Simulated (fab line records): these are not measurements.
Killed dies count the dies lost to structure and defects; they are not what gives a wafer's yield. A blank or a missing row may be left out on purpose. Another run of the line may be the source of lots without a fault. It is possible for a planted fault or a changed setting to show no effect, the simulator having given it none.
Matching of chambers + flow nand_harc + rie_diel-02 running NHARC_A_BLC_STRIP_29: 4 sister chambers
The step strips in CF4. 30 wafers are shown with their chamber, then 12 later ones without.

## WAFERS WITH THEIR CHAMBER
| wafer  | chamber | showerhead_plenum_p_Torr (Torr) | drypump_motor_current_A (A) | oes_product_au (a.u.) |
|--------|---------|---------------------------------|-----------------------------|-----------------------|
| L074.2 | 1       | 1.83                            | 5.5                         | 1.014                 |
| L074.3 | 0       | 1.66                            | 5.1                         | 1.011                 |
| L074.6 | 0       | 1.66                            | 5.1                         | 1.013                 |
| L075.2 | 2       | 1.69                            | 5.9                         | 1.005                 |
| L075.5 | 2       | 1.70                            | 5.9                         | 0.995                 |
| L075.6 | 3       | 1.80                            | 5.4                         | 1.012                 |
| L077.2 | 0       | 1.66                            | 5.1                         | 1.023                 |
| L077.5 | 0       | 1.66                            | 5.1                         | 1.009                 |
| L077.6 | 1       | 1.83                            | 5.6                         | 1.015                 |
| L077.1 | 2       | 1.69                            | 5.9                         | 0.993                 |
| L077.3 | 1       | 1.83                            | 5.5                         | 1.023                 |
| L077.4 | 3       | 1.79                            | 5.4                         | 0.992                 |
| L079.2 | 0       | 1.66                            | 5.1                         | 1.021                 |
| L079.3 | 2       | 1.69                            | 6.0                         | 0.990                 |
| L079.6 | 2       | 1.69                            | 5.9                         | 0.984                 |
| L081.1 | 0       | 1.66                            | 5.1                         | 1.026                 |
| L081.2 | 1       | 1.83                            | 5.5                         | 0.993                 |
| L081.6 | 0       | 1.66                            | 5.1                         | 1.022                 |
| L084.1 | 1       | 1.83                            | 5.6                         | 1.006                 |
| L084.2 | 3       | 1.79                            | 5.4                         | 0.980                 |
| L084.6 | 3       | 1.79                            | 5.4                         | 0.970                 |
| L083.1 | 1       | 1.83                            | 5.6                         | 1.012                 |
| L083.4 | 3       | 1.79                            | 5.4                         | 0.976                 |
| L083.6 | 2       | 1.69                            | 5.9                         | 1.016                 |
| L087.3 | 0       | 1.65                            | 5.1                         | 1.009                 |
| L087.4 | 2       | 1.69                            | 5.9                         | 0.988                 |
| L087.5 | 3       | 1.79                            | 5.4                         | 0.973                 |
| L092.3 | 3       | 1.79                            | 5.4                         | 0.977                 |
| L092.4 | 0       | 1.65                            | 5.1                         | 0.993                 |
| L092.6 | 1       | 1.83                            | 5.6                         | 1.025                 |

SIGNATURES, as means of the wafers listed above
| reading                  | chamber 0 | chamber 1 | chamber 2 | chamber 3 | scatter within a chamber |
|--------------------------|-----------|-----------|-----------|-----------|--------------------------|
| showerhead_plenum_p_Torr | 1.6578    | 1.8300    | 1.6914    | 1.7914    | 0.00355                  |
| drypump_motor_current_A  | 5.100     | 5.557     | 5.914     | 5.400     | 0.0314                   |
| oes_product_au           | 1.01411   | 1.01257   | 0.99586   | 0.98286   | 0.0117                   |
Rule: a wafer's distance from a chamber is the root of the sum, over the readings, of the square of ((its reading less the chamber's mean) divided by the reading's scatter). The wafer belongs to the nearest chamber; if the next one is less than 2 further off, it can't be placed. The scatter: take each reading less its chamber's mean, square it, sum over the shown wafers, divide by the number of wafers less the number of chambers, and take the root.

## WAFERS WHOSE CHAMBER IS MISSING
| wafer  | showerhead_plenum_p_Torr (Torr) | drypump_motor_current_A (A) | oes_product_au (a.u.) |
|--------|---------------------------------|-----------------------------|-----------------------|
| L091.1 | 1.69                            | 5.9                         | 1.003                 |
| L091.4 | 1.83                            | 5.5                         | 1.014                 |
| L091.5 | 1.65                            | 5.1                         | 0.998                 |
| L093.2 | 1.69                            | 5.9                         | 1.016                 |
| L093.4 | 1.79                            | 5.4                         | 0.972                 |
| L093.5 | 1.69                            | 5.9                         | 1.013                 |
| L094.4 | 1.83                            | 5.6                         | 1.016                 |
| L094.5 | 1.83                            | 5.6                         | 1.009                 |
| L094.6 | 1.69                            | 5.9                         | 1.013                 |
| L096.4 | 1.83                            | 5.5                         | 1.018                 |
| L096.5 | 1.69                            | 5.9                         | 1.025                 |
| L096.6 | 1.83                            | 5.5                         | 1.026                 |

## EACH ONE'S CHAMBER
| wafer  | from the rows above | in truth |
|--------|---------------------|----------|
| L091.1 | 2                   | 2        |
| L091.4 | 1                   | 1        |
| L091.5 | 0                   | 0        |
| L093.2 | 2                   | 2        |
| L093.4 | 3                   | 3        |
| L093.5 | 2                   | 2        |
| L094.4 | 1                   | 1        |
| L094.5 | 1                   | 1        |
| L094.6 | 2                   | 2        |
| L096.4 | 1                   | 1        |
| L096.5 | 2                   | 2        |
| L096.6 | 1                   | 1        |
12 of 12 placed correctly. Not placeable from these rows: 0. 0 placed wrongly.
